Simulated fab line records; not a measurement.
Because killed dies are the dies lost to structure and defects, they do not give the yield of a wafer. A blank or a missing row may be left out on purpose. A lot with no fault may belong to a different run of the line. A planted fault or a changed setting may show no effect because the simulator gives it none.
Comparing a struck lot with a sound one / flow nand harc / 15 out of 1302 route steps
Sound: the wafers L785.1, L785.2, L785.3. The struck wafers were L799.2, L799.3, L799.6. The cause is named last.
For every step that has rows: the tool of each side, followed by ch and its chambers, followed by its first start. Under that, the readings that differ: sound wafers / struck wafers / difference of the means / sigmas: that difference in standard deviations of wafers without a fault.
alike: readings with means less than 2 such deviations apart, plus words and numbers identical on both sides. not compared: withheld readings, readings lacking a value on some wafer, bounds such as >300 that could conceal the same value, and numbers that have no deviation in the record and whose values overlap.
The two part at a step that has a row with sigmas, a row that says differs or no value, or rows on one side only. Numbers that don't overlap but have no deviation are shown without sigmas and don't part them. A reading that every wafer of one side lacks parts them only if that side has two wafers or more.

NHARC_A_M0_INSPECT_27:
  sound on defect inspect-01, day 25 13:05; struck on defect inspect-01, day 31 01:00
  alike: raw defect count
NHARC_A_M0_PRE_CLEAN_31: time 12 s.
  sound on pecvd-03 ch 0,1,2, day 25 13:10; struck on pecvd-02 ch 0,1,2, day 31 01:04
  alike: heater power w, susceptor temp C
NHARC_A_M0_DEP_32: deposits SiCN, target thk 30 nm.
  sound on pecvd-03 ch 0,1,2, day 25 13:14; struck on pecvd-02 ch 0,1,2, day 31 01:08
  alike: heater power w, susceptor temp C
then, 9 steps without rows for these wafers: NHARC_A_M1_DEP_00 (deposits SiOC, target thk 182.5 nm); NHARC_A_M1_DEHYDRATE_01 (time 120 s); NHARC_A_M1_HMDS_02 (time 30 s); NHARC_A_M1_COAT_34 (time 65 s); NHARC_A_M1_COAT_03 (resist thk 90 nm); NHARC_A_M1_SOFTBAKE_04 (time 55 s); NHARC_A_M1_EBR_05; NHARC_A_M1_EXPOSE_06 (exposes mask A M1, target cd 120 nm); NHARC_A_M1_PEB_07 (peb time 65 s).
NHARC_A_M1_DEVELOP_08: develop time 35 s.
  sound on litho track-01 ch 0, day 25 14:00; struck on litho track-06 ch 0, day 31 02:00
reading=developer temp C (C); sound=23.04 22.91 23.11; struck=22.10 22.07 21.88; difference=-1.00; sigmas=-9
NHARC_A_M1_CD_MEAS_09: the cd target is 120 nm.
  sound on cd sem-02 ch 0, day 25 14:40; struck on cd sem-01 ch 0, day 31 02:22
  alike: cd nm
-- record jumps: 2 days between struck wafers' starts before vs after; left off in module A_M1, resumes in module END, first step shown is number 1302 of the route --
NHARC_END_SORT_01:
  sound on prober-02 ch 0, day 27 02:37; struck on prober-01 ch 0, day 33 05:37
  alike: defect limited yield, killed at array, killed at other, killed at periphery, killed dies, killed open, killed short

WHERE THEY PART
At NHARC_A_M1_DEVELOP_08 and nowhere else, as far as this record goes. Later steps at which nothing parts them and some readings are alike: NHARC_A_M1_CD_MEAS_09, NHARC_END_SORT_01.

WHY: whatever the simulator had introduced
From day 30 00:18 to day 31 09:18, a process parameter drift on litho track-06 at NHARC_A_M1_DEVELOP_08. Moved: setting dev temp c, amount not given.
